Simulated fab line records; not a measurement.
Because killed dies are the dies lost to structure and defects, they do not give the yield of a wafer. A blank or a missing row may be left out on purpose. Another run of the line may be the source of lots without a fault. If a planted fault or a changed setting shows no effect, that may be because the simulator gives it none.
Which tool did it? | flow nand_harc | 72 wafers from 24 lots sampled at 4 of the route's 1302 steps

## WHAT THE GAUGES READ, wafer by wafer
NHARC_A_CHANNEL_FILL_D1_THK_MEAS_06: measures by ellipsometry. Usual: 5.1 nm for thk_nm, sd 0.92.
lot  | measured     | on            | thk_nm (nm) | flag
L074 | day 10 09:28 | film_metro-01 | 5.4 3.1 5.9 |
L075 | day 10 21:35 | film_metro-02 | 5.0 5.4 5.1 |
L076 | day 11 06:00 | film_metro-02 | 5.4 5.2 3.3 |
L077 | day 11 05:59 | film_metro-01 | 3.9 3.5 3.6 |
L079 | day 12 14:29 | film_metro-01 | 5.4 5.4 5.0 |
L078 | day 12 14:29 | film_metro-02 | 4.2 5.2 5.2 |
L080 | day 13 11:46 | film_metro-02 | 5.1 5.8 3.2 |
L081 | day 14 02:14 | film_metro-02 | 5.8 5.8 4.8 |
L082 | day 14 02:16 | film_metro-01 | 5.3 4.4 3.2 |
L083 | day 14 02:14 | film_metro-01 | 6.1 3.6 5.7 |
L084 | day 14 09:10 | film_metro-02 | 6.0 4.7 5.9 |
L086 | day 14 23:09 | film_metro-02 | 4.0 6.5 5.1 |
L085 | day 15 06:55 | film_metro-01 | 4.9 5.1 6.1 |
L087 | day 16 02:22 | film_metro-01 | 5.0 5.4 6.3 |
L089 | day 16 06:46 | film_metro-01 | 4.7 4.0 4.5 |
L088 | day 16 06:46 | film_metro-02 | 5.4 3.9 4.3 |
L090 | day 17 16:58 | film_metro-02 | 5.5 7.6 4.0 |
L091 | day 17 13:35 | film_metro-01 | 4.3 5.0 6.7 |
L092 | day 18 02:52 | film_metro-02 | 5.2 5.5 4.2 |
L093 | day 18 02:52 | film_metro-01 | 5.4 4.4 6.5 |
L094 | day 19 06:50 | film_metro-02 | 4.6 5.9 3.3 |
L095 | day 19 06:50 | film_metro-02 | 5.5 4.2 5.6 |
L096 | day 19 16:29 | film_metro-02 | 5.4 3.6 5.9 |
L097 | day 20 04:05 | film_metro-01 | 5.4 4.5 5.1 |

NHARC_A_CHANNEL_HOLE_D2_OVL_MEAS_11. Usual: overlay_x_nm 0.0 nm, standard deviation 0.8; overlay_y_nm 0.1 nm, standard deviation 0.98.
lot  | measured     | on         | overlay_x_nm (nm) | overlay_y_nm (nm) | flag
L074 | day 13 06:24 | overlay-02 | 0.2 -0.5 0.7      | 0.5 0.9 0.5       |
L075 | day 13 17:51 | overlay-02 | 0.6 0.7 0.5       | -0.7 -0.4 -1.0    |
L076 | day 14 00:49 | overlay-01 | -0.2 0.1 -0.5     | 0.5 0.5 0.5       |
L077 | day 14 02:07 | overlay-01 | 0.3 0.3 0.6       | 0.0 0.0 0.3       |
L079 | day 15 07:23 | overlay-01 | 0.2 0.5 -0.2      | 0.8 0.5 0.2       |
L078 | day 15 07:14 | overlay-02 | 0.9 0.8 0.3       | -0.2 -0.1 -0.3    |
L080 | day 16 01:34 | overlay-02 | -1.2 -1.8 -1.4    | -0.8 -0.7 -0.7    |
L081 | day 16 15:13 | overlay-01 | 0.6 0.6 -0.6      | 0.5 0.6 1.1       |
L082 | day 16 19:56 | overlay-01 | 0.6 -0.1 0.3      | -0.3 -0.5 -0.1    |
L083 | day 16 18:01 | overlay-01 | -0.1 -0.7 -0.4    | 0.0 -0.3 -0.2     |
L084 | day 17 01:07 | overlay-01 | 0.4 0.7 0.4       | 1.1 1.6 0.6       |
L086 | day 17 12:53 | overlay-02 | 0.9 1.0 0.5       | -1.1 -1.1 -1.2    |
L085 | day 18 03:14 | overlay-01 | 0.1 -0.8 0.3      | 0.8 0.6 0.6       |
L087 | day 19 05:11 | overlay-01 | -0.8 -1.3 -1.9    | 0.5 1.0 0.9       |
L089 | day 19 03:14 | overlay-01 | 0.8 0.4 0.5       | -1.5 -1.2 -1.4    |
L088 | day 19 04:18 | overlay-02 | 0.8 1.3 0.9       | -0.4 -0.1 0.0     |
L090 | day 20 04:02 | overlay-01 | -1.6 -1.2 -1.9    | 1.8 1.0 1.6       |
L091 | day 20 07:45 | overlay-01 | -0.2 -0.5 0.7     | -1.4 -1.5 -1.8    |
L092 | day 20 19:25 | overlay-02 | 0.4 0.1 0.2       | -1.0 -0.1 -0.8    |
L093 | day 20 19:13 | overlay-01 | -0.3 -0.5 0.5     | -0.5 -0.3 -1.0    |
L094 | day 21 23:58 | overlay-01 | -0.4 -0.9 -0.4    | 0.5 0.4 0.5       |
L095 | day 22 00:16 | overlay-02 | 0.4 -0.5 0.5      | 0.7 0.7 0.7       |
L096 | day 22 22:17 | overlay-01 | 1.2 0.6 1.2       | 1.6 1.8 1.6       |
L097 | day 22 21:32 | overlay-01 | -1.2 -1.3 -1.5    | 1.9 1.9 1.3       |

## TOOL THAT RAN EACH LOT (tool first, then ch and the chambers of the sampled wafers, then the start)
lot  | NHARC_P_BONDPAD_DESCUM_11          | NHARC_P_BONDPAD_PVD_17
L074 | rie_diel-02 ch 0,1, day 6 15:40    | pvd_sputter-02, day 10 09:28 or earlier
L075 | rie_diel-05 ch 0,1,3, day 7 03:07  | pvd_sputter-01, day 10 21:35 or earlier
L076 | rie_diel-03 ch 0,2,3, day 7 15:01  | pvd_sputter-03, day 11 06:00 or earlier
L077 | rie_diel-02 ch 1,3, day 7 17:52    | pvd_sputter-01, day 11 05:59 or earlier
L079 | rie_diel-05 ch 1,2,3, day 8 17:39  | pvd_sputter-03, day 12 14:29 or earlier
L078 | rie_diel-02 ch 1,2, day 8 19:10    | pvd_sputter-03, day 12 14:29 or earlier
L080 | rie_diel-03 ch 1,2,3, day 9 13:56  | pvd_sputter-03, day 13 11:46 or earlier
L081 | rie_diel-03 ch 0,2,3, day 9 22:25  | pvd_sputter-03, day 14 02:14 or earlier
L082 | rie_diel-02 ch 1,2, day 9 23:17    | pvd_sputter-02, day 14 02:16 or earlier
L083 | rie_diel-05 ch 1,2,3, day 10 09:56 | pvd_sputter-02, day 14 02:14 or earlier
L084 | rie_diel-03 ch 0,2,3, day 10 18:36 | pvd_sputter-02, day 14 09:10 or earlier
L086 | rie_diel-03 ch 0,2,3, day 11 09:16 | pvd_sputter-03, day 14 23:09 or earlier
L085 | rie_diel-02 ch 0,1,3, day 11 15:06 | pvd_sputter-03, day 15 06:55 or earlier
L087 | rie_diel-05 ch 0,1,3, day 12 07:05 | pvd_sputter-01, day 16 02:22 or earlier
L089 | rie_diel-05 ch 1,2, day 12 16:52   | pvd_sputter-03, day 16 06:46 or earlier
L088 | rie_diel-05 ch 0,2, day 12 18:17   | pvd_sputter-03, day 16 06:46 or earlier
L090 | rie_diel-05 ch 0,2, day 13 13:50   | pvd_sputter-02, day 17 16:58 or earlier
L091 | rie_diel-05 ch 1,3, day 13 15:17   | pvd_sputter-03, day 17 13:35 or earlier
L092 | rie_diel-05 ch 0,2,3, day 14 02:50 | pvd_sputter-02, day 18 02:52 or earlier
L093 | rie_diel-03 ch 0,1, day 14 10:15   | pvd_sputter-02, day 18 02:52 or earlier
L094 | rie_diel-03 ch 0,2,3, day 15 07:10 | pvd_sputter-02, day 19 06:50 or earlier
L095 | rie_diel-05 ch 0,1,2, day 15 08:44 | pvd_sputter-03, day 19 06:50 or earlier
L096 | rie_diel-02 ch 0,1,2, day 15 23:16 | pvd_sputter-01, day 19 16:29 or earlier
L097 | rie_diel-05 ch 1,2,3, day 16 08:17 | pvd_sputter-02, day 20 04:05 or earlier
- NHARC_P_BONDPAD_DESCUM_11: chemistry O2, time 3 s.
- NHARC_P_BONDPAD_PVD_17: deposits TaN, target thk 5 nm, time 8.06 s.

## WHAT THE TOOLS THEMSELVES READ (means of the sampled wafers that have a number; where no wafer has one, the mark that the record gives instead)
NHARC_P_BONDPAD_DESCUM_11. Usual: chamber_pressure_mTorr 59.99 mTorr, standard deviation 0.053; drypump_motor_current_A 5.7 A, standard deviation 0.52; oes_product_au 0.997 a.u., standard deviation 0.0091; rf_vpp_V 57.8 V, standard deviation 0.78; showerhead_plenum_p_Torr 1.92 Torr, standard deviation 0.069; throttle_valve_pct 11.311 %, standard deviation 0.0091.
lot  | tool        | chamber_pressure_mTorr (mTorr) | drypump_motor_current_A (A) | oes_product_au (a.u.) | rf_vpp_V (V) | showerhead_plenum_p_Torr (Torr) | throttle_valve_pct (%) | flag
L074 | rie_diel-02 | 60.03                          | 5.4                         | 0.992                 | 58.1         | 1.88                            | 11.312                 |
L075 | rie_diel-05 | 59.97                          | 5.6                         | 0.996                 | 57.4         | 1.88                            | 11.313                 |
L076 | rie_diel-03 | 59.97                          | 5.8                         | 0.995                 | 58.4         | 1.90                            | 11.311                 |
L077 | rie_diel-02 | 59.98                          | 6.3                         | 0.996                 | 57.7         | 1.99                            | 11.301                 |
L079 | rie_diel-05 | 60.01                          | 5.3                         | 1.005                 | 57.4         | 1.93                            | 11.304                 |
L078 | rie_diel-02 | 60.05                          | 5.3                         | 0.993                 | 57.5         | 1.93                            | 11.322                 |
L080 | rie_diel-03 | 59.98                          | 6.0                         | 0.998                 | 57.0         | 1.89                            | 11.309                 |
L081 | rie_diel-03 | 60.03                          | 5.9                         | 0.991                 | 57.6         | 1.90                            | 11.310                 |
L082 | rie_diel-02 | 59.99                          | 5.3                         | 0.999                 | 58.3         | 1.93                            | 11.310                 |
L083 | rie_diel-05 | 60.02                          | 5.3                         | 0.995                 | 58.1         | 1.93                            | 11.314                 |
L084 | rie_diel-03 | 59.96                          | 5.9                         | 0.999                 | 58.0         | 1.90                            | 11.314                 |
L086 | rie_diel-03 | 59.97                          | 5.8                         | 0.991                 | 57.3         | 1.90                            | 11.313                 |
L085 | rie_diel-02 | 60.00                          | 5.8                         | 1.002                 | 57.7         | 1.94                            | 11.304                 |
L087 | rie_diel-05 | 60.01                          | 5.6                         | 0.997                 | 57.7         | 1.88                            | 11.308                 |
L089 | rie_diel-05 | 60.02                          | 5.3                         | 0.998                 | 57.6         | 2.00                            | 11.310                 |
L088 | rie_diel-05 | 60.02                          | 6.0                         | 0.996                 | 58.5         | 1.93                            | 11.309                 |
L090 | rie_diel-05 | 59.97                          | 6.0                         | 0.993                 | 58.1         | 1.93                            | 11.314                 |
L091 | rie_diel-05 | 59.96                          | 5.3                         | 0.999                 | 57.1         | 1.87                            | 11.305                 |
L092 | rie_diel-05 | 59.94                          | 5.8                         | 0.988                 | 57.3         | 1.91                            | 11.307                 |
L093 | rie_diel-03 | 59.98                          | 5.9                         | 0.993                 | 57.5         | 1.93                            | 11.317                 |
L094 | rie_diel-03 | 60.00                          | 5.8                         | 1.001                 | 57.5         | 1.90                            | 11.312                 |
L095 | rie_diel-05 | 60.03                          | 5.6                         | 0.997                 | 58.3         | 1.95                            | 11.308                 |
L096 | rie_diel-02 | 60.05                          | 5.3                         | 1.004                 | 58.3         | 1.91                            | 11.314                 |
L097 | rie_diel-05 | 59.97                          | 5.3                         | 0.998                 | 58.1         | 1.93                            | 11.321                 |

NHARC_P_BONDPAD_PVD_17. Usual: chamber_pressure_pa 0.12003 Pa, standard deviation 0.00025; throttle_valve_pct 29.4 %, standard deviation 0.9.
lot  | tool           | chamber_pressure_pa (Pa) | throttle_valve_pct (%) | flag
L074 | pvd_sputter-02 | 0.12001                  | 28.8                   |
L075 | pvd_sputter-01 | 0.12024                  | 30.4                   |
L076 | pvd_sputter-03 | 0.11971                  | 29.4                   |
L077 | pvd_sputter-01 | 0.12021                  | 30.3                   |
L079 | pvd_sputter-03 | 0.11995                  | 29.3                   |
L078 | pvd_sputter-03 | 0.11991                  | 29.4                   |
L080 | pvd_sputter-03 | 0.11995                  | 29.1                   |
L081 | pvd_sputter-03 | 0.12015                  | 29.1                   |
L082 | pvd_sputter-02 | 0.11985                  | 29.4                   |
L083 | pvd_sputter-02 | 0.12022                  | 28.8                   |
L084 | pvd_sputter-02 | 0.12015                  | 28.4                   |
L086 | pvd_sputter-03 | 0.12021                  | 28.8                   |
L085 | pvd_sputter-03 | 0.12002                  | 29.5                   |
L087 | pvd_sputter-01 | 0.12007                  | 30.2                   |
L089 | pvd_sputter-03 | 0.12026                  | 28.7                   |
L088 | pvd_sputter-03 | 0.11975                  | 28.9                   |
L090 | pvd_sputter-02 | 0.12014                  | 30.0                   |
L091 | pvd_sputter-03 | 0.11991                  | 29.3                   |
L092 | pvd_sputter-02 | 0.12003                  | 28.6                   |
L093 | pvd_sputter-02 | 0.12012                  | 28.5                   |
L094 | pvd_sputter-02 | 0.11991                  | 29.3                   |
L095 | pvd_sputter-03 | 0.12007                  | 29.2                   |
L096 | pvd_sputter-01 | 0.11994                  | 30.0                   |
L097 | pvd_sputter-02 | 0.11991                  | 28.5                   |

## THE ANSWER, worked out from the rows above alone
Rule: lot off if the mean of its wafers having a number is beyond 3 standard deviations from the usual mean. A lot without any number at a reading at which 4 lots or more have one is off too. Any other lot the step has rows for is counted as sound. Order of review: gauges by route order, followed by the tools' own readings, for which a lot's mean as printed above is used. At the first step where some lot is off, the reading lying furthest off is the one used; lots without a number count as furthest.
None of the lots is off at any reading shown; this tells nothing.

## WHAT THE SIMULATOR HAD PUT IN
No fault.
